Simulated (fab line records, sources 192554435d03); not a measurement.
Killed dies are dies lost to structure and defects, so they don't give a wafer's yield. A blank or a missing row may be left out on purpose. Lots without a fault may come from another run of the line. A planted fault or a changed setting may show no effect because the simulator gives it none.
fab line records | flow n5_finfet
record lots=10 wafers=28 last_day=17
route steps=1938 shown BEOL_M6@1197 BEOL_M7@1263 PASSIVATION@1936
lots that met no fault: from a run of the same line without faults
start_h: hours from the record's first day to the start of the lot's first wafer shown | wait_h: hours since the lot's step before | " the same as in the row above | L1.1+2: a row that stands for several wafers | - no value, or no start given | * or withheld: withheld | < > ~ a bound
route shown NAME@n: a module of which the file shows steps, and the number in the route of the first | usual: mean/standard deviation of fault-free wafers | same: alike in all rows | chamber/n: place in a boat | sites: the reading at each site | _std_site: their standard deviation | _edge_site: outer sites' mean less inner sites' | radius_mm: how far each site lies from the wafer's centre | mask NAME#n: copy n | behind: the tool/chamber that last shaped the wafer | hold: why the lot was held/for how many hours/how that ended | device: the transistor (n, p or np) that didn't switch | end of line: the same wafers' tests at the end of the route | a step without rows: its recipe alone | killed: dies lost to structure and defects at the first sort, not the wafer's yield | map: a wafer's dies, x killed, . not, _ none there
set.NAME: the setting as run; set.NAME@STEP: as run at that earlier step | model.NAME: the simulator's own value behind a step, which no gauge read
steps of the route over a sample of lots; a table a step, a row a wafer
services: from which hour (start_h, from the record's first day; less than 0 if before it) a tool's chamber was out of use, for how many hours, and why
## steps
# step N5_BEOL_M6_PECVD_70
# recipe material=SiO2 target_thk_a=200 temp_c=400 precursor=TEOS/O2 pressure_torr=5.5 rf_w=450 teos_flow_sccm=53.8 gas=O2 flow_sccm=3000 time_s=22.7
# usual heater_power_w=706/93 showerhead_plenum_p_Torr=8.77/0.067 showerhead_vpp_V=1342/59 throttle_valve_pct=22.9/1.6
# columns lot.wafer tool chamber start_h wait_h heater_power_w showerhead_plenum_p_Torr showerhead_vpp_V throttle_valve_pct
L150.1 pecvd-01 1 200.18 0.0 834 8.76 1217 22.6
L150.3 " 0 " " 760 8.84 1353 26.6
L150.6 " 0 " " 768 8.83 1367 26.8
L151.1 pecvd-02 0 209.07 0.0 787 8.90 1423 22.3
L151.3 " 0 " " 770 8.92 1435 22.2
L151.4 " 2 " " 627 8.76 1368 21.4
L158.2 pecvd-04 1 236.10 0.0 743 8.73 1330 22.5
L158.4 " 1 " " 750 8.73 1295 22.3
L158.5 " 2 " " 700 8.81 1303 21.3
L156.2 pecvd-04 0 246.82 0.0 724 8.79 1408 23.9
L156.3 " 1 " " 736 8.75 1306 22.4
L156.4 " 1 " " 731 8.73 1312 22.5
L162.1 pecvd-02 1 269.37 0.0 686 8.68 1290 22.1
L162.2 " 0 " " 838 8.89 1415 22.3
L162.4 " 2 " " 551 8.78 1367 21.4
L163.2 pecvd-02 2 275.82 0.0 642 8.76 1394 21.7
L163.4 " 2 " " 649 8.74 1373 21.4
L163.6 " 0 " " 678 8.88 1441 22.5
L170.1 pecvd-02 1 315.99 0.0 689 8.68 1292 22.0
L170.2 " 0 " " 706 8.86 1439 22.7
L170.5 " 1 " " 677 8.68 1292 22.1
L171.1 pecvd-02 1 317.86 0.0 631 8.68 1280 22.1
L171.4 " 1 " " 651 8.69 1285 22.1
L169.3 pecvd-04 1 319.09 0.0 752 8.73 1312 22.6
L169.4 " 0 " " 718 8.79 1385 24.3
L169.5 " 1 " " 731 8.72 1303 22.3
L173.1 pecvd-02 0 324.99 0.0 825 8.91 1449 22.6
L173.4 " 1 " " 741 8.68 1294 22.4
# step N5_BEOL_M6_ETCH_41
# recipe chemistry=CH3F/O2 target=SiCN target_depth_a=297 taper_deg=2 time_s=52 ion_energy_ev=120 mask_material=TiN pressure_mtorr=30 source_w=395 bias_w=75 Ar_flow_sccm=150 CH3F_flow_sccm=30 O2_flow_sccm=20
# usual drypump_motor_current_A=5.6/0.55 oes_product_au=0.80/0.074 rf_vpp_V=296.8/1.9 showerhead_plenum_p_Torr=1.97/0.081 throttle_valve_pct=16.33/0.21
# columns lot.wafer tool chamber start_h wait_h drypump_motor_current_A oes_product_au rf_hours_counter_h rf_vpp_V showerhead_plenum_p_Torr throttle_valve_pct
L150.1 rie_diel-03 3 - - 5.5 0.72 172 293.8 1.84 16.43
L150.3 " 1 " " 6.3 0.68 233 297.5 2.05 16.73
L150.6 " 1 " " 6.3 0.67 - 298.0 2.05 16.74
L151.1 rie_diel-04 0 - - 6.6 0.79 94 299.9 2.11 16.23
L151.3 " 3 " " 5.9 0.93 16 299.2 2.12 16.25
L151.4 " 1 " " 6.1 0.86 - 300.0 2.10 16.00
L158.2 rie_diel-04 0 - - 6.5 0.79 106 298.1 2.11 16.24
L158.4 " 1 " " 6.1 0.85 74 300.4 2.10 16.01
L158.5 " 2 " " 5.8 0.99 - 297.9 1.98 15.87
L156.2 rie_diel-05 2 - - 6.0 0.78 125 297.7 2.00 16.55
L156.3 " 0 " " 5.2 0.74 161 293.6 1.92 16.20
L156.4 " 3 " " 4.7 0.79 98 295.3 1.93 16.37
L162.1 rie_diel-03 3 - - 5.5 0.69 200 293.2 1.83 16.50
L162.2 " 2 " " 4.8 0.87 51 295.6 1.95 16.08
L162.4 " 0 " " 5.3 0.79 - 296.4 1.93 16.37
L163.2 rie_diel-03 2 - - 4.8 0.87 53 294.9 1.95 16.09
L163.4 " 0 " " 5.3 0.79 - 296.2 1.92 16.37
L163.6 " 2 " " 4.8 0.87 - 295.5 1.95 16.08
L170.1 rie_diel-05 2 - - 6.0 0.75 150 297.0 1.99 16.59
L170.2 " 0 " " 5.2 0.72 186 297.0 1.91 16.22
L170.5 " 2 " " 5.9 0.76 - 298.5 1.99 16.61
L171.1 rie_diel-04 3 - - 6.0 0.85 62 300.9 2.11 16.36
L171.4 " 0 " " 6.5 0.75 139 298.1 2.10 16.32
L169.3 rie_diel-05 2 - - 6.0 0.75 151 297.9 1.99 16.59
L169.4 " 0 " " 5.2 0.71 187 296.0 1.91 16.24
L169.5 " 0 " " 5.2 0.72 - 295.0 1.91 16.23
L173.1 rie_diel-04 3 - - 5.9 0.84 64 299.1 2.11 16.35
L173.4 " 2 " " 5.7 0.89 39 295.7 1.97 15.92
# step N5_BEOL_M6_ANNEAL_51
# recipe temp_c=225 time_s=90 ambient=N2
# usual wafer_temp_C_max=225.93/0.24
# columns lot.wafer tool chamber start_h wait_h wafer_temp_C_max
L150.1 rtp_anneal-02 0 207.77 0.8 225.91
L150.3 " 0 " " 226.18
L150.6 " 0 " " 225.88
L151.1 rtp_anneal-02 0 216.60 0.1 225.86
L151.3 " 0 " " 225.92
L151.4 " 0 " " 225.87
L158.2 rtp_anneal-01 0 243.78 0.1 225.90
L158.4 " 0 " " 225.89
L158.5 " 0 " " 225.88
L156.2 rtp_anneal-02 0 253.45 0.1 226.08
L156.3 " 0 " " 225.75
L156.4 " 0 " " 225.80
L162.1 rtp_anneal-02 0 277.40 0.3 226.13
L162.2 " 0 " " 226.27
L162.4 " 0 " " 226.14
L163.2 rtp_anneal-01 0 282.35 0.1 225.83
L163.4 " 0 " " 225.71
L163.6 " 0 " " 226.13
L170.1 rtp_anneal-01 0 321.53 0.1 225.86
L170.2 " 0 " " 226.06
L170.5 " 0 " " 225.95
L171.1 rtp_anneal-02 0 323.16 0.3 225.62
L171.4 " 0 " " 225.99
L169.3 rtp_anneal-02 0 325.16 0.1 225.85
L169.4 " 0 " " 226.18
L169.5 " 0 " " 225.93
L173.1 rtp_anneal-02 0 331.76 0.1 225.61
L173.4 " 0 " " 225.79
# step N5_BEOL_M6_CMP_52
# recipe stop_on=SiCOH_lowk t_overpolish_s=6.9 down_force_psi=1 platen_rpm=50 clearing_platen_down_force_psi=1.5 clearing_platen_rpm=50 post_cmp_clean=cu_alkaline target_thk_nm=80 clearing_platen_pad_velocity_m_s=0.99484 pad_velocity_m_s=0.99484
# usual barrier_field_endpoint_s=28.7/0.8 clearing_platen_down_force_psi=1.5002/0.0029 motor_current_A=6.2/0.65 slurry_flow_ml_min=150.0/0.5
# columns lot.wafer tool chamber start_h wait_h barrier_field_endpoint_s clearing_platen_down_force_psi motor_current_A slurry_flow_ml_min
L150.3 cmp-04 1 208.38 0.3 27.3 1.5023 5.9 149.8
L150.1 " 3 " " 28.4 1.4976 6.9 150.4
L150.6 " 0 " " 27.5 1.4976 5.9 149.8
L151.4 cmp-02 2 216.93 0.2 28.4 1.4971 6.6 150.4
L151.1 " 3 " " 28.7 1.5010 5.8 149.3
L151.3 " 0 " " 28.5 1.4987 5.9 149.5
L158.2 cmp-04 0 244.11 0.3 28.8 1.5043 6.0 149.8
L158.4 " 1 " " 28.4 1.4980 6.0 150.8
L158.5 " 3 " " 28.9 1.4985 7.1 150.1
L156.3 cmp-02 1 253.70 0.2 30.1 1.5001 6.3 149.9
L156.4 " 3 " " 29.7 1.4993 5.5 149.2
L156.2 " 0 " " 28.8 1.5011 5.6 149.2
L162.4 cmp-04 0 277.70 0.1 30.0 1.4942 6.1 150.1
L162.1 " 2 " " 28.6 1.5009 5.4 150.2
L162.2 " 3 " " 29.2 1.4961 6.8 150.6
L163.2 cmp-03 0 282.69 0.3 29.6 1.5007 5.4 150.1
L163.4 " 1 " " 29.4 1.5008 6.7 150.2
L163.6 " 3 " " 28.5 1.5024 7.3 150.3
L170.2 cmp-02 0 321.87 0.2 28.5 1.5003 5.6 150.2
L170.1 " 2 " " 28.8 1.5003 6.5 150.5
L170.5 " 3 " " 35.0 1.4978 5.7 149.7
L171.1 cmp-04 3 323.68 0.5 28.9 1.4997 7.4 150.4
L171.4 " 1 " " 34.3 1.4981 5.8 150.3
L169.4 cmp-04 2 325.45 0.2 28.5 1.4996 5.2 150.1
L169.3 " 3 " " 29.1 1.5012 6.9 149.5
L169.5 " 2 " " 29.0 1.4970 5.4 149.2
L173.1 cmp-04 1 332.06 0.3 28.1 1.4979 6.0 149.2
L173.4 " 3 " " 34.8 1.5025 6.8 150.6
# step N5_BEOL_M7_ILD_DEP_00
# recipe material=SiCOH_lowk target_thk_a=1797.5 temp_c=300 precursor=DEMS/porogen pressure_torr=5 rf_w=500 time_s=33.4
# usual heater_power_w=304/47 showerhead_plenum_p_Torr=5.734/0.014 showerhead_vpp_V=1394/68 throttle_valve_pct=14.5/1.1
# columns lot.wafer tool chamber start_h wait_h heater_power_w showerhead_plenum_p_Torr showerhead_vpp_V throttle_valve_pct
L150.1 pecvd-03 1 208.89 0.1 272 5.731 1341 15.1
L150.3 " 0 " " 321 5.739 1284 14.5
L150.6 " 0 " " 335 5.726 1290 14.9
L151.1 pecvd-04 1 217.41 0.0 319 5.713 1379 13.6
L151.3 " 1 " " 319 5.728 1370 13.8
L151.4 " 0 " " 334 5.732 1432 14.8
L158.2 pecvd-03 2 244.55 0.0 279 5.733 1507 12.3
L158.4 " 0 " " 327 5.741 1313 14.3
L158.5 " 2 " " 276 5.742 1507 12.8
L156.2 pecvd-01 2 254.19 0.0 242 5.719 1416 14.0
L156.3 " 2 " " 242 5.706 1387 13.9
L156.4 " 0 " " 315 5.735 1436 16.3
L162.1 pecvd-03 0 278.22 0.0 337 5.732 1290 14.3
L162.2 " 1 " " 253 5.739 1363 14.9
L162.4 " 1 " " 258 5.736 1341 15.0
L163.2 pecvd-04 2 283.11 0.0 248 5.738 1330 13.5
L163.4 " 1 " " 299 5.723 1388 13.9
L163.6 " 2 " " 257 5.761 1385 13.3
L170.1 pecvd-03 2 322.32 0.0 343 5.740 1478 12.7
L170.2 " 1 " " 268 5.728 1351 14.8
L170.5 " 1 " " 270 5.724 1315 14.7
L171.1 pecvd-01 0 324.13 0.0 376 5.753 1441 16.6
L171.4 " 2 " " 255 5.716 1358 14.5
L169.3 pecvd-03 1 325.93 0.0 270 5.726 1340 14.7
L169.4 " 1 " " 266 5.726 1322 14.8
L169.5 " 2 " " 313 5.738 1531 12.6
L173.1 pecvd-03 0 332.74 0.0 337 5.738 1284 14.5
L173.4 " 0 " " 328 5.736 1301 14.8
# step N5_PASSIVATION_PROBE_49
# usual defect_limited_yield=91.2/1.5 killed_at_M0_to_M3=34/11 killed_at_M4_up=14/5.4 killed_at_contacts=12/5.9 killed_at_front_end=40/12 killed_at_other=4/3.3 killed_dies=103/18 killed_on_rim=14/4.1 killed_open=68/13 killed_short=34/7.5 sort_bin_5_function=5.1/1 sort_bin_6_memory=3.3/0.7 sort_bin_8_speed=0.03/0.27 sort_n_pass=1076/18 sort_yield_pct=91.2/1.5
# same gross_dies=1180 killed_at_back_side=0 sort_bin_4_leakage[%]=0
# columns lot.wafer tool chamber start_h wait_h defect_limited_yield[%] killed_at_M0_to_M3 killed_at_M4_up killed_at_contacts killed_at_front_end killed_at_other killed_dies killed_on_rim killed_open killed_short sort_bin_5_function[%] sort_bin_6_memory[%] sort_bin_8_speed[%] sort_n_pass sort_yield_pct[%]
L150.1 prober-02 - 290.33 0.0 92.7 19 5 26 36 0 86 14 57 28 4.3 2.7 0 1094 92.7
L150.3 prober-02 - 290.43 0.1 92.3 13 8 13 57 0 91 16 48 41 4.2 3.1 0 1089 92.3
L150.6 prober-02 - 290.58 0.3 93.1 12 9 11 48 2 82 15 56 25 4.3 2.5 0 1098 93.1
L151.1 prober-02 - 303.98 0.0 92.5 21 11 17 34 6 89 20 63 26 4.4 3.0 0 1091 92.5
L151.3 prober-02 - 304.08 0.1 92.6 28 7 15 32 5 87 13 55 31 3.8 3.2 0 1093 92.6
L151.4 prober-02 - 304.13 0.2 91.8 15 11 14 53 4 97 12 59 37 4.7 3.1 0 1083 91.8
L158.2 prober-01 - 334.26 0.1 92.2 32 15 2 41 2 92 10 57 34 4.7 2.8 0 1088 92.2
L158.4 prober-01 - 334.36 0.2 91.4 19 14 9 57 3 102 21 64 37 4.6 3.8 0 1078 91.4
L158.5 prober-01 - 334.41 0.2 92.2 17 21 12 41 1 92 16 63 29 5.1 2.5 0 1088 92.2
L156.2 prober-02 - 343.30 0.9 88.9 60 8 8 51 4 131 17 80 48 6.4 4.3 0 1049 88.9
L156.3 prober-02 - 343.35 1.0 90.2 41 19 13 39 4 116 10 87 28 7.3 2.5 0 1064 90.2
L156.4 prober-02 - 343.40 1.0 88.5 50 16 15 55 0 136 18 93 41 6.2 4.5 0 1044 88.5
L162.1 prober-01 - 359.48 0.0 92.0 27 21 4 41 1 94 8 66 28 5.0 2.6 0 1086 92.0
L162.2 prober-01 - 359.53 0.1 92.5 31 12 9 36 1 89 18 51 36 4.1 2.9 0 1091 92.5
L162.4 prober-01 - 359.63 0.2 90.8 26 28 10 42 3 109 10 75 33 5.3 3.6 0 1071 90.8
L163.2 prober-02 - 361.51 0.1 90.5 40 17 17 30 8 112 7 81 31 6.2 3.1 0 1068 90.5
L163.4 prober-02 - 361.61 0.2 88.5 51 17 9 54 5 136 19 82 54 7.2 3.8 0 1044 88.5
L163.6 prober-02 - 361.71 0.3 90.9 25 16 26 39 1 107 14 75 32 5.3 3.7 0 1073 90.9
L169.3 prober-01 - 414.84 0.1 91.8 24 21 10 34 8 97 10 65 32 4.2 3.4 0 1083 91.8
L169.4 prober-01 - 414.89 0.2 92.6 30 15 6 33 3 87 16 54 33 4.5 2.8 0 1093 92.6
L169.5 prober-01 - 414.94 0.2 94.2 16 18 10 20 4 68 8 44 23 3.2 2.3 0 1112 94.2
L170.1 prober-02 - 416.33 0.0 91.7 13 16 19 46 4 98 18 53 44 4.6 3.4 0 1082 91.7
L170.2 prober-02 - 416.38 0.1 93.7 17 12 19 23 3 74 8 51 23 4.2 1.9 0 1106 93.7
L170.5 prober-02 - 416.53 0.2 94.2 17 11 11 29 0 68 6 45 23 3.6 1.9 0 1112 94.2
L173.1 prober-01 - 416.33 0.0 91.2 51 8 9 35 1 104 17 70 30 5.3 3.0 0.08 1076 91.2
L173.4 prober-01 - 416.48 0.2 89.5 48 15 19 40 2 124 19 85 39 6.4 3.9 0 1056 89.5
L171.1 prober-01 - 416.63 0.3 93.7 22 3 12 34 3 74 7 55 18 3.5 2.5 0 1106 93.7
L171.4 prober-01 - 416.78 0.5 90.6 36 8 9 49 9 111 21 78 33 6.0 3.2 0 1069 90.6
# killed by level:class
L150.1 MOL_CONTACT_COAG:geometric_particle:open=23 FIN_SAQP:geometric_particle:open=8 STI_FIN_REVEAL:geometric_particle:open=7 FIN_SAQP:geometric_particle:short=6 STI_FIN_REVEAL:geometric_particle:short=5 ILD0:geometric_particle:open=3 GATE_CUT:geometric_particle:short=3 MOL_CONTACT_COAG:geometric_particle:short=3
L150.3 STI_FIN_REVEAL:geometric_particle:open=11 FIN_SAQP:geometric_particle:short=9 MOL_CONTACT_COAG:geometric_particle:open=8 GATE_CUT:geometric_particle:short=7 STI_FIN_REVEAL:geometric_particle:short=5 MOL_CONTACT_COAG:geometric_particle:short=5 FIN_SAQP:geometric_particle:open=4 BEOL_M4:geometric_particle:open=4
L150.6 FIN_SAQP:geometric_particle:open=9 DUMMY_GATE:geometric_particle:open=9 MOL_CONTACT_COAG:geometric_particle:open=8 FIN_SAQP:geometric_particle:short=6 STI_FIN_REVEAL:geometric_particle:open=6 BEOL_M0_SAQP:geometric_particle:open=4 STARTING-WAFER:geometric_particle:open=4 DUMMY_GATE:geometric_particle:short=3
L151.1 MOL_CONTACT_COAG:geometric_particle:open=13 STI_FIN_REVEAL:geometric_particle:open=10 BEOL_M4:geometric_particle:open=7 DUMMY_GATE:geometric_particle:open=5 BEOL_M0_SAQP:geometric_particle:short=5 BEOL_M2:geometric_particle:open=5 ILD0:geometric_particle:open=4 MOL_CONTACT_COAG:geometric_particle:short=4
L151.3 MOL_CONTACT_COAG:geometric_particle:open=14 STI_FIN_REVEAL:geometric_particle:open=9 BEOL_M1:geometric_particle:open=7 DUMMY_GATE:geometric_particle:open=6 BEOL_M0_SAQP:geometric_particle:short=6 GATE_CUT:geometric_particle:short=5 BEOL_M0_SAQP:geometric_particle:open=4 BEOL_M4:geometric_particle:open=4
L151.4 STI_FIN_REVEAL:geometric_particle:open=14 MOL_CONTACT_COAG:geometric_particle:open=11 FIN_SAQP:geometric_particle:short=9 BEOL_M4:geometric_particle:open=8 STARTING-WAFER:geometric_particle:open=7 GATE_CUT:geometric_particle:short=6 STI_FIN_REVEAL:geometric_particle:short=4 STARTING-WAFER:geometric_particle:short=4
L158.2 FIN_SAQP:geometric_particle:open=10 BEOL_M0_SAQP:geometric_particle:open=10 FIN_SAQP:geometric_particle:short=9 BEOL_M0_SAQP:geometric_particle:short=9 BEOL_M4:geometric_particle:open=5 STARTING-WAFER:geometric_particle:open=5 STI_FIN_REVEAL:geometric_particle:open=4 GATE_CUT:geometric_particle:short=4
L158.4 FIN_SAQP:geometric_particle:short=19 FIN_SAQP:geometric_particle:open=17 BEOL_M4:geometric_particle:open=7 MOL_CONTACT_COAG:geometric_particle:open=6 STI_FIN_REVEAL:geometric_particle:open=6 BEOL_M0_SAQP:geometric_particle:open=6 BEOL_M1:geometric_particle:open=4 DUMMY_GATE:geometric_particle:open=3
L158.5 MOL_CONTACT_COAG:geometric_particle:open=11 FIN_SAQP:geometric_particle:open=10 GATE_CUT:geometric_particle:open=6 GATE_CUT:geometric_particle:short=6 BEOL_M0_SAQP:geometric_particle:open=6 BEOL_M4:geometric_particle:open=6 BEOL_M0_SAQP:geometric_particle:short=4 BEOL_M6:geometric_particle:open=4
L156.2 STI_FIN_REVEAL:geometric_particle:open=15 BEOL_M3:geometric_particle:open=15 GATE_CUT:geometric_particle:short=11 BEOL_M0_SAQP:geometric_particle:short=11 BEOL_M0_SAQP:geometric_particle:open=9 MOL_CONTACT_COAG:geometric_particle:open=6 BEOL_M0:geometric_particle:open=6 BEOL_M2:geometric_particle:open=6
L156.3 BEOL_M3:geometric_particle:open=17 MOL_CONTACT_COAG:geometric_particle:open=13 BEOL_M4:geometric_particle:open=11 STI_FIN_REVEAL:geometric_particle:open=10 GATE_CUT:geometric_particle:open=7 BEOL_M0_SAQP:geometric_particle:short=6 BEOL_M1:geometric_particle:open=6 GATE_CUT:geometric_particle:short=4
L156.4 STI_FIN_REVEAL:geometric_particle:open=17 BEOL_M3:geometric_particle:open=12 GATE_CUT:geometric_particle:short=11 MOL_CONTACT_COAG:geometric_particle:open=9 BEOL_M0_SAQP:geometric_particle:open=8 BEOL_M2:geometric_particle:open=8 BEOL_M4:geometric_particle:open=8 GATE_CUT:geometric_particle:open=6
L162.1 BEOL_M4:geometric_particle:open=11 FIN_SAQP:geometric_particle:open=10 FIN_SAQP:geometric_particle:short=7 BEOL_M0_SAQP:geometric_particle:open=6 BEOL_M2:geometric_particle:open=6 STI_FIN_REVEAL:geometric_particle:open=5 BEOL_M3:geometric_particle:open=5 BEOL_M0_SAQP:geometric_particle:short=4
L162.2 BEOL_M0_SAQP:geometric_particle:short=11 BEOL_M0_SAQP:geometric_particle:open=10 ILD0:geometric_particle:short=8 MOL_CONTACT_COAG:geometric_particle:open=8 FIN_SAQP:geometric_particle:open=5 FIN_SAQP:geometric_particle:short=5 STI_FIN_REVEAL:geometric_particle:open=4 BEOL_M3:geometric_particle:open=4
L162.4 BEOL_M4:geometric_particle:open=17 FIN_SAQP:geometric_particle:short=16 FIN_SAQP:geometric_particle:open=14 MOL_CONTACT_COAG:geometric_particle:open=10 BEOL_M0_SAQP:geometric_particle:open=7 BEOL_M0:geometric_particle:open=6 ILD0:geometric_particle:short=4 BEOL_M0_SAQP:geometric_particle:short=4
L163.2 MOL_CONTACT_COAG:geometric_particle:open=15 BEOL_M3:geometric_particle:open=13 BEOL_M4:geometric_particle:open=10 BEOL_M1:geometric_particle:open=9 FIN_SAQP:geometric_particle:short=6 GATE_CUT:geometric_particle:short=6 FIN_SAQP:geometric_particle:open=5 BEOL_M0_SAQP:geometric_particle:open=5
L163.4 FIN_SAQP:geometric_particle:short=24 BEOL_M4:geometric_particle:open=12 BEOL_M0_SAQP:geometric_particle:open=12 FIN_SAQP:geometric_particle:open=10 BEOL_M3:geometric_particle:open=10 MOL_CONTACT_COAG:geometric_particle:open=9 BEOL_M0_SAQP:geometric_particle:short=8 DUMMY_GATE:geometric_particle:open=6
L163.6 MOL_CONTACT_COAG:geometric_particle:open=22 STI_FIN_REVEAL:geometric_particle:open=11 FIN_SAQP:geometric_particle:open=8 BEOL_M4:geometric_particle:open=8 GATE_CUT:geometric_particle:short=6 BEOL_M0_SAQP:geometric_particle:short=6 BEOL_M3:geometric_particle:open=6 BEOL_M0_SAQP:geometric_particle:open=5
L169.3 MOL_CONTACT_COAG:geometric_particle:open=10 BEOL_M1:geometric_particle:open=8 STI_FIN_REVEAL:geometric_particle:open=7 BEOL_M0_SAQP:geometric_particle:open=7 BEOL_M4:geometric_particle:open=5 PASS1_CAP:geometric_particle:open=5 DUMMY_GATE:geometric_particle:open=4 DUMMY_GATE:geometric_particle:short=4
L169.4 BEOL_M1:geometric_particle:open=9 BEOL_M0_SAQP:geometric_particle:open=8 BEOL_M0_SAQP:geometric_particle:short=8 FIN_SAQP:geometric_particle:short=7 MOL_CONTACT_COAG:geometric_particle:open=6 FIN_SAQP:geometric_particle:open=5 STARTING-WAFER:geometric_particle:short=5 BEOL_M7:geometric_particle:open=4
L169.5 MOL_CONTACT_COAG:geometric_particle:open=8 BEOL_M0_SAQP:geometric_particle:short=6 DUMMY_GATE:geometric_particle:open=5 BEOL_M4:geometric_particle:open=5 GATE_CUT:geometric_particle:open=3 BEOL_M0:geometric_particle:open=3 BEOL_M2:geometric_particle:open=3 BEOL_M5:geometric_particle:open=3
L170.1 MOL_CONTACT_COAG:geometric_particle:open=15 GATE_CUT:geometric_particle:short=14 FIN_SAQP:geometric_particle:short=12 BEOL_M4:geometric_particle:open=9 GATE_CUT:geometric_particle:open=7 BEOL_M3:geometric_particle:open=5 MOL_CONTACT_COAG:geometric_particle:short=4 BEOL_M4:geometric_particle:short=4
L173.1 BEOL_M0_SAQP:geometric_particle:short=13 BEOL_M0_SAQP:geometric_particle:open=11 FIN_SAQP:geometric_particle:open=10 BEOL_M3:geometric_particle:open=10 MOL_CONTACT_COAG:geometric_particle:open=8 BEOL_M2:geometric_particle:open=7 BEOL_M1:geometric_particle:open=5 STI_FIN_REVEAL:geometric_particle:open=4
L170.2 MOL_CONTACT_COAG:geometric_particle:open=16 BEOL_M1:geometric_particle:open=6 GATE_CUT:geometric_particle:short=4 BEOL_M3:geometric_particle:open=4 BEOL_M4:geometric_particle:open=4 FIN_SAQP:geometric_particle:short=3 STI_FIN_REVEAL:geometric_particle:open=3 MOL_CONTACT_COAG:geometric_particle:short=3
L173.4 MOL_CONTACT_COAG:geometric_particle:open=16 FIN_SAQP:geometric_particle:open=12 FIN_SAQP:geometric_particle:short=10 BEOL_M0_SAQP:geometric_particle:short=9 BEOL_M0_SAQP:geometric_particle:open=8 BEOL_M2:geometric_particle:open=8 BEOL_M3:geometric_particle:open=8 BEOL_M4:geometric_particle:open=8
L170.5 MOL_CONTACT_COAG:geometric_particle:open=7 FIN_SAQP:geometric_particle:open=6 GATE_CUT:geometric_particle:short=5 BEOL_M0_SAQP:geometric_particle:open=5 STARTING-WAFER:geometric_particle:open=4 MOL_CONTACT_COAG:geometric_particle:short=4 BEOL_M3:geometric_particle:open=4 BEOL_M4:geometric_particle:open=4
L171.1 MOL_CONTACT_COAG:geometric_particle:open=11 STI_FIN_REVEAL:geometric_particle:open=9 DUMMY_GATE:geometric_particle:open=6 FIN_SAQP:geometric_particle:open=5 BEOL_M2:geometric_particle:open=5 BEOL_M3:geometric_particle:open=4 BEOL_M0_SAQP:geometric_particle:short=3 FIN_SAQP:geometric_particle:short=2
L171.4 BEOL_M2:geometric_particle:open=17 FIN_SAQP:geometric_particle:open=8 STI_FIN_REVEAL:geometric_particle:open=8 MOL_CONTACT_COAG:geometric_particle:open=7 FIN_SAQP:geometric_particle:short=6 GATE_CUT:geometric_particle:open=6 BEOL_M3:geometric_particle:open=6 BEOL_M0_SAQP:geometric_particle:open=5
## services
# columns tool chamber start_h hours kind
rie_diel-03 2 185.10 3.2 repair
rtp_anneal-01 - 190.38 1.0 pm
rie_diel-05 - 196.32 1.0 repair
pecvd-04 - 197.04 6.0 pm
rie_diel-04 - 199.04 0.5 repair
pecvd-02 1 205.32 29.0 repair
cmp-03 - 223.88 5.6 pm
cmp-04 - 225.29 3.4 repair
cmp-02 - 231.09 0.3 repair
cmp-04 - 234.57 4.0 pm
pecvd-01 1 235.83 46.6 repair
rtp_anneal-02 - 238.78 2.8 pm
pecvd-02 - 241.27 0.6 repair
cmp-03 - 245.63 6.0 pm
pecvd-01 - 271.40 0.5 repair
pecvd-01 2 273.42 4.2 repair
cmp-02 - 273.42 0.5 repair
pecvd-04 1 273.54 5.3 repair
rie_diel-03 - 282.27 14.6 pm
cmp-02 - 282.81 0.9 repair
rie_diel-05 - 290.03 0.5 repair
cmp-02 - 293.63 5.2 pm
rie_diel-04 - 306.33 0.4 repair
cmp-02 - 322.06 4.0 pm
## key
first_sign step=N5_BEOL_M6_CMP_52 reading=barrier_field_endpoint_s direction=up sigmas=7.6 usual=28.7 struck=34.7
effect none on later readings
met_at N5_BEOL_M6_PECVD_70
struck_lots L170,L171,L173
struck_wafers L170.5,L171.4,L173.4
not_acting_at N5_BEOL_M6_ETCH_41,N5_BEOL_M6_ANNEAL_51,N5_BEOL_M7_ILD_DEP_00
onset_between 275.82 315.99
fault kind=process_parameter_drift tool=pecvd-02 chamber=- onset_h=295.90 steps=N5_BEOL_M6_PECVD_70 channel=time_s offset=* shape=step end_h=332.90 scope=struck_wafers_only acts_in=* stated=*
